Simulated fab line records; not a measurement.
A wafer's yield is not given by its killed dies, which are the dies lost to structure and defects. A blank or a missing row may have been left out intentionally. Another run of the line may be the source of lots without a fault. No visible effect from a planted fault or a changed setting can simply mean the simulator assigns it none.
fab line records	flow n5Finfet
record: lots: 7	wafers: 21
route steps=1938 shown BEOL_M14@1770 BEOL_M15@1809 TV_OPEN@1890 PASSIVATION@1921
startH: the number of hours between the record's first day and the start of the first shown wafer of the lot	waitH: hours since the lot's step before	" the same as in the row above	L1.1+2: one row covering several wafers at once	- no value present, or no start provided	* or withheld: withheld	< > ~ a bound
route shown NAME@n: names a module that has steps shown in the file, with the first one's number in the route	usual: the fault-free wafers' mean and standard deviation	same: alike in all rows	chamber/n: place in a boat	sites: each site's reading	_std_site: standard deviation of those values	_edge_site: inner sites' mean taken away from outer sites' mean	radiusMm: for every site, how far away it sits from the centre of the wafer	mask NAME#n: copy n	behind: the tool/chamber that last shaped the wafer	hold: why the lot was held/for how many hours/how that ended	device: names the non-switching transistor (n, p or np)	end of line: the tests these same wafers got at the end of their route	a step given without rows: its recipe and nothing more	killed: the dies lost at the first sort to structure and to defects; this is not the yield of the wafer	map: a wafer's dies, x killed, . not, _ none there
set.NAME: the setting as run; set.NAME@STEP: as run at that earlier step	model.NAME: the simulator's own value behind a step, which no gauge read
lots run with intentionally changed settings; tables by step, rows by wafer
== steps ==
step: N5_BEOL_M14_DEP_53
recipe: material: SiCN	targetThkA: 500	tempC: withheld	precursor: 3MS/NH3	pressureTorr: 3	rfW: 675	timeS: 17.8
lot.wafer	tool	chamber	startH	waitH	set.timeS	model.SiCN_of_BEOL_M14_DEP_53.thkNm
L076.1	pecvd-03	1	266.57	0.0	17.8	48.8
L076.3	"	0	"	"	17.8	49.4
L076.5	"	1	"	"	17.8	50
L077.1+2	pecvd-03	1,2	270.25	0.0	17.8	48.8
L077.4	"	1	"	"	17.8	50.2
L081.2	pecvd-02	2	294.51	0.0	17.8	49.2
L081.3	"	1	"	"	20.39	56.8
L081.5	"	1	"	"	20.39	57.4
L086.4	pecvd-03	2	318.71	0.0	17.8	50
L086.5	"	1	"	"	17.8	49.2
L086.6	"	0	"	"	17.8	50.2
L092.1	pecvd-02	2	350.04	0.0	19.09	53.2
L092.3	"	1	"	"	17.8	49.2
L092.6	"	2	"	"	19.09	53.4
L094.1	pecvd-04	2	369.72	0.0	17.8	50
L094.5	"	0	"	"	19.05	53.6
L094.6	"	1	"	"	17.8	50.6
L096.1	pecvd-02	1	381.73	0.0	17.8	48.6
L096.5	"	0	"	"	20.26	57.4
L096.6	"	1	"	"	17.8	50
step: N5_BEOL_M15_TRENCH_ETCH_34
recipe: chemistry: C4F8/O2/Ar	target: SiO2	targetDepthA: 8729.3	heInnerTorr: 15	heOuterTorr: 30	timeS: 199	ionEnergyEv: 800	pressureMtorr: 20	sourceW: 1905	biasW: 2040	Ar_flow_sccm: 400	C4F8_flow_sccm: 16	O2_flow_sccm: 12
lot.wafer	tool	chamber	startH	waitH	set.timeS	model.etch.depthNm	model.coat_of_BEOL_M15_COAT_22.thkNm
L076.1	rieDiel-05	0	268.89	0.0	199	879.8	538
L076.3	"	2	"	"	199	859.1	542
L076.5	"	0	"	"	178.5	790.8	555.4
L077.1	rieDiel-04	3	272.70	0.0	233.2	1029	516.6
L077.2	"	1	"	"	199	897.4	541
L077.4	"	0	"	"	199	861.9	549.8
L081.2	rieDiel-05	3	297.08	0.0	199	877.4	540.6
L081.3	"	2	"	"	199	872.1	541
L081.5	"	3	"	"	199	877.1	541
L086.4	rieDiel-05	1	323.12	0.0	199	885.5	543.2
L086.5	"	1	"	"	199	887.7	541.6
L086.6	"	0	"	"	199	878.7	541.4
L092.1	rieDiel-04	0	352.63	0.0	199	848.4	551.8
L092.3	"	3	"	"	199	872.5	546.2
L092.6	"	2	"	"	199	864.5	549.4
L094.1	rieDiel-04	3	372.34	0.0	199	867.5	546.8
L094.5	"	0	"	"	199	843.3	554
L094.6	"	3	"	"	239.8	1051	509.6
L096.1	rieDiel-03	1	384.22	0.0	199	869.5	541.4
L096.5	"	2	"	"	199	861.9	544.8
L096.6	"	1	"	"	199	868.2	538.2
step: N5_BEOL_M15_SPUTTER_43
recipe: material: TaN	targetThkA: 150	tempC: 50	biasV: 168.6	powerW: 15000	chamberPressurePa: 0.12	timeS: 24.19
lot.wafer	tool	chamber	startH	waitH	set.powerW	model.TaN_of_BEOL_M15_SPUTTER_43.thkNm
L076.1+5	pvdSputter-01	-	270.01	0.0	16670	16.8
L076.3	"	-	"	"	15000	15
L077.1	pvdSputter-03	-	274.61	0.0	15000	15.2
L077.2	"	-	"	"	13350	13.4
L077.4	"	-	"	"	15000	15.4
L081.2+3+5	pvdSputter-01	-	298.04	0.0	15000	14.8
L086.4+6	pvdSputter-01	-	327.42	0.0	15000	14.8
L086.5	"	-	"	"	15000	15
L092.1+3	pvdSputter-01	-	355.88	0.0	15940	15.8
L092.6	"	-	"	"	15000	15
L094.1+6	pvdSputter-01	-	373.29	0.0	17390	17.2
L094.5	"	-	"	"	15000	14.8
L096.1	pvdSputter-01	-	386.63	0.0	15000	15
L096.5	"	-	"	"	15720	15.6
L096.6	"	-	"	"	15000	14.8
step: N5_BEOL_M15_SPUTTER_44
recipe: material: Ta	targetThkA: 150	tempC: 50	biasV: 80	powerW: 15000	chamberPressurePa: 0.07	timeS: 24.19
step: N5_BEOL_M15_SPUTTER_45
recipe: material: Cu	targetThkA: 1000	tempC: -20	biasV: 60	powerW: 26000	chamberPressurePa: 0.13	timeS: 16.67
step: N5_BEOL_M15_ECD_47
recipe: material: Cu	targetThkA: 18600
step: N5_BEOL_M15_ANNEAL_48
recipe: tempC: 225	timeS: 90	ambient: N2
step: N5_BEOL_M15_CMP_49
recipe: stopOn: SiO2	tOverpolishS: 4.9	downForcePsi: 2	platenRpm: 80	clearingPlatenDownForcePsi: 2	clearingPlatenRpm: 80	postCmpClean: cuAlkaline	targetThkNm: 850	clearingPlatenPadVelocityMS: 1.5917	padVelocityMS: 1.5917
lot.wafer	tool	chamber	startH	waitH	set.timeS@BEOL_M15_TRENCH_ETCH_34	model.Cu_of_BEOL_M15_ECD_47.thkNm
L076.3	cmp-01	3	270.83	0.2	199	835.6
L076.1	"	0	"	"	199	854.2
L076.5	"	3	"	"	178.5	764.8
L077.2	cmp-02	3	275.48	0.3	199	875.8
L077.4	"	0	"	"	199	838.6
L077.1	"	1	"	"	233.2	1006
L081.2	cmp-03	3	298.90	0.2	199	854.8
L081.3	"	1	"	"	199	849.6
L081.5	"	3	"	"	199	855.8
L086.4	cmp-03	0	328.52	0.2	199	863.2
L086.5	"	2	"	"	199	865.4
L086.6	"	3	"	"	199	856.6
L092.1	cmp-01	0	356.70	0.3	199	825.8
L092.3	"	3	"	"	199	849.6
L092.6	"	1	"	"	199	842.8
L094.1	cmp-03	0	374.29	0.3	199	841.4
L094.5	"	2	"	"	199	820.6
L094.6	"	3	"	"	239.8	1026
L096.1	cmp-03	0	387.56	0.4	199	846.8
L096.5	"	1	"	"	199	838
L096.6	"	2	"	"	199	844
step: N5_BEOL_M15_THK_MEAS_50
recipe: thkMeasGauge: xrf	reads: Cu_of_BEOL_M15_ECD_47
usual: M15_THK: 846/13
lot.wafer	tool	chamber	startH	waitH	set.timeS@BEOL_M15_TRENCH_ETCH_34	M15_THK[nm]
L076.1	filmMetro-01	-	271.12	-	199	850
L076.3	"	-	"	"	199	833
L076.5	"	-	"	"	178.5	763
L077.1	filmMetro-02	-	275.74	-	233.2	1010
L077.2	"	-	"	"	199	873
L077.4	"	-	"	"	199	838
L081.2	filmMetro-02	-	299.15	-	199	852
L081.3	"	-	"	"	199	846
L081.5	"	-	"	"	199	853
L086.4	filmMetro-01	-	328.74	-	199	861
L086.5	"	-	"	"	199	864
L086.6	"	-	"	"	199	856
L092.1	filmMetro-02	-	357.00	-	199	817
L092.3	"	-	"	"	199	844
L092.6	"	-	"	"	199	842
L094.1	filmMetro-02	-	374.52	-	199	838
L094.5	"	-	"	"	199	816
L094.6	"	-	"	"	239.8	1016
L096.1	filmMetro-01	-	387.74	-	199	842
L096.5	"	-	"	"	199	829
L096.6	"	-	"	"	199	838
step: N5_BEOL_M15_PRE_CLEAN_52
recipe: gas: NH3	timeS: 15	tempC: withheld	rfPowerW: 300
step: N5_BEOL_M15_DEP_53
recipe: material: SiCN	targetThkA: 500	tempC: withheld	precursor: 3MS/NH3	pressureTorr: 3	rfW: 675	timeS: 17.8
step: N5_BEOL_M15_RS_MEAS_54
recipe: thkMeasGauge: four-point-probe	reads: Cu_of_BEOL_M15_ECD_47+Ta_of_BEOL_M15_SPUTTER_44+TaN_of_BEOL_M15_SPUTTER_43
usual: M15_RS: 0.0216/0.00033
lot.wafer	tool	chamber	startH	waitH	set.timeS@BEOL_M15_TRENCH_ETCH_34	M15_RS[ohm/sq]
L076.1	filmMetro-01	-	271.25	0.0	199	0.0215
L076.3	"	-	"	"	199	0.0220
L076.5	"	-	"	"	178.5	0.0241
L077.1	filmMetro-01	-	275.87	0.0	233.2	0.0182
L077.2	"	-	"	"	199	0.0209
L077.4	"	-	"	"	199	0.0219
L081.2	filmMetro-02	-	299.29	0.1	199	0.0214
L081.3	"	-	"	"	199	0.0216
L081.5	"	-	"	"	199	0.0214
L086.4	filmMetro-01	-	328.87	0.0	199	0.0213
L086.5	"	-	"	"	199	0.0212
L086.6	"	-	"	"	199	0.0214
L092.1	filmMetro-02	-	357.13	0.0	199	0.0222
L092.3	"	-	"	"	199	0.0216
L092.6	"	-	"	"	199	0.0217
L094.1	filmMetro-01	-	374.64	0.0	199	0.0218
L094.5	"	-	"	"	199	0.0224
L094.6	"	-	"	"	239.8	0.0178
L096.1	filmMetro-01	-	387.87	0.0	199	0.0217
L096.5	"	-	"	"	199	0.0219
L096.6	"	-	"	"	199	0.0217
step: N5_PASSIVATION_ETCH_15
recipe: chemistry: CF4/N2	target: SiCN	targetDepthA: 750	taperDeg: 2	timeS: 81.2	ionEnergyEv: 150	maskMaterial: SiNx	pressureMtorr: 40	sourceW: 430	biasW: 70	Ar_flow_sccm: 100	cf4FlowSccm: 60	n2FlowSccm: 60
usual: rfVppV: 382.4/2
lot.wafer	tool	chamber	startH	waitH	set.biasW	rfVppV
L076.1	rieDiel-03	2	-	-	65.44	368.2
L076.3	"	3	"	"	70	385.4
L076.5	"	2	"	"	70	382.6
L077.1	rieDiel-03	1	-	-	70	379.2
L077.2	"	3	"	"	70	385.7
L077.4	"	2	"	"	70	382.5
L081.2	rieDiel-03	0	-	-	70	381.2
L081.3	"	1	"	"	70	379.7
L081.5	"	2	"	"	66.4	369.2
L086.4	rieDiel-03	2	-	-	70	382.1
L086.5	"	3	"	"	70	386.3
L086.6	"	0	"	"	70	382.3
L092.1	rieDiel-03	3	-	-	70	384.0
L092.3	"	1	"	"	70	386.2
L092.6	"	0	"	"	70	382.3
L094.1	rieDiel-05	1	-	-	82.17	425.8
L094.5	"	0	"	"	70	379.9
L094.6	"	3	"	"	70	381.4
L096.1	rieDiel-05	3	-	-	70	381.2
L096.5	"	0	"	"	70	381.4
L096.6	"	3	"	"	70	380.9
step: N5_PASSIVATION_EXPOSE_41
recipe: maskId: PASS_OPEN	na: 0.55	defocusNm: 0	sourceShape: conventional	sigmaOuter: 0.8	polarization: unpolarized	targetCdNm: 40000	doseMj: 57.25
lot.wafer	tool	chamber	startH	waitH	mask	set.doseMj
L076.1+3+5	krfScanner-02	0	280.42	-	PASS_OPEN#0	55.21
L077.1+2+4	krfScanner-02	0	285.45	-	PASS_OPEN#0	57.25
L081.2+3	krfScanner-02	0	310.61	-	PASS_OPEN#0	57.25
L081.5	"	0	"	"	PASS_OPEN#0	56.16
L086.4+5+6	krfScanner-02	0	339.50	-	PASS_OPEN#0	57.25
L092.1+3+6	krfScanner-01	0	370.70	-	PASS_OPEN#0	57.25
L094.1+5	krfScanner-02	0	383.25	-	PASS_OPEN#0	57.25
L094.6	"	0	"	"	PASS_OPEN#0	55.61
L096.1	krfScanner-02	0	397.47	-	PASS_OPEN#0	53.73
L096.5+6	"	0	"	"	PASS_OPEN#0	57.25
step: N5_PASSIVATION_PEB_42
recipe: pebTempC: withheld	pebTimeS: *
step: N5_PASSIVATION_DEVELOP_43
recipe: developTimeS: 60	rinseLiquid: diw	dry: airSpin	devTempC: 21
step: N5_PASSIVATION_HARDBAKE_45
recipe: tempC: 130	timeS: 120
step: N5_PASSIVATION_CD_MEAS_44
recipe: targetCdNm: 40000	landingEnergyEv: 500	detector: seInlens
usual: cdNm: 40001/3
lot.wafer	tool	chamber	startH	waitH	set.doseMj@PASSIVATION_EXPOSE_41	cdNm
L076.1	cdSem-01	0	280.60	-	55.21	39992
L076.3	"	0	"	"	55.21	39991
L076.5	"	0	"	"	55.21	39991
L077.1	cdSem-02	0	285.63	-	57.25	39999
L077.2	"	0	"	"	57.25	40002
L077.4	"	0	"	"	57.25	40001
L081.2	cdSem-02	0	310.78	-	57.25	40001
L081.3	"	0	"	"	57.25	40003
L081.5	"	0	"	"	56.16	39995
L086.4	cdSem-03	0	339.67	-	57.25	40002
L086.5	"	0	"	"	57.25	39997
L086.6	"	0	"	"	57.25	40001
L092.1	cdSem-02	0	370.88	-	57.25	40002
L092.3	"	0	"	"	57.25	39999
L092.6	"	0	"	"	57.25	39999
L094.1	cdSem-01	0	383.43	-	57.25	39999
L094.5	"	0	"	"	57.25	40000
L094.6	"	0	"	"	55.61	39989
L096.1	cdSem-03	0	397.65	-	53.73	39977
L096.5	"	0	"	"	57.25	40000
L096.6	"	0	"	"	57.25	40001
== key ==
split: step: N5_BEOL_M14_DEP_53	setting: timeS	stated: 17.8	by: wafer
response: step: N5_BEOL_M14_DEP_53	reading: model.SiCN_of_BEOL_M14_DEP_53.thkNm	change: +0.555	per: 1%	r: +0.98
split: step: N5_BEOL_M15_TRENCH_ETCH_34	setting: timeS	stated: 199	by: wafer
response: step: N5_BEOL_M15_TRENCH_ETCH_34	reading: model.etch.depthNm	change: +9	per: 1%	r: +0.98
response: step: N5_BEOL_M15_TRENCH_ETCH_34	reading: model.coat_of_BEOL_M15_COAT_22.thkNm	change: -1.81	per: 1%	r: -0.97
response: step: N5_BEOL_M15_CMP_49	reading: model.Cu_of_BEOL_M15_ECD_47.thkNm	change: +8.99	per: 1%	r: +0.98
response: step: N5_BEOL_M15_THK_MEAS_50	reading: M15_THK	change: +8.93	per: 1%	r: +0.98
response: step: N5_BEOL_M15_RS_MEAS_54	reading: M15_RS	change: -0.000203	per: 1%	r: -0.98
split: step: N5_BEOL_M15_SPUTTER_43	setting: powerW	stated: 15000	by: wafer
response: step: N5_BEOL_M15_SPUTTER_43	reading: model.TaN_of_BEOL_M15_SPUTTER_43.thkNm	change: +0.156	per: 1%	r: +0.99
split: step: N5_PASSIVATION_ETCH_15	setting: biasW	stated: 70	by: wafer
response: step: N5_PASSIVATION_ETCH_15	reading: rfVppV	change: +2.55	per: 1%	r: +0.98
split: step: N5_PASSIVATION_EXPOSE_41	setting: doseMj	stated: 57.25	by: wafer
response: step: N5_PASSIVATION_CD_MEAS_44	reading: cdNm	change: +3.7	per: 1%	r: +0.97
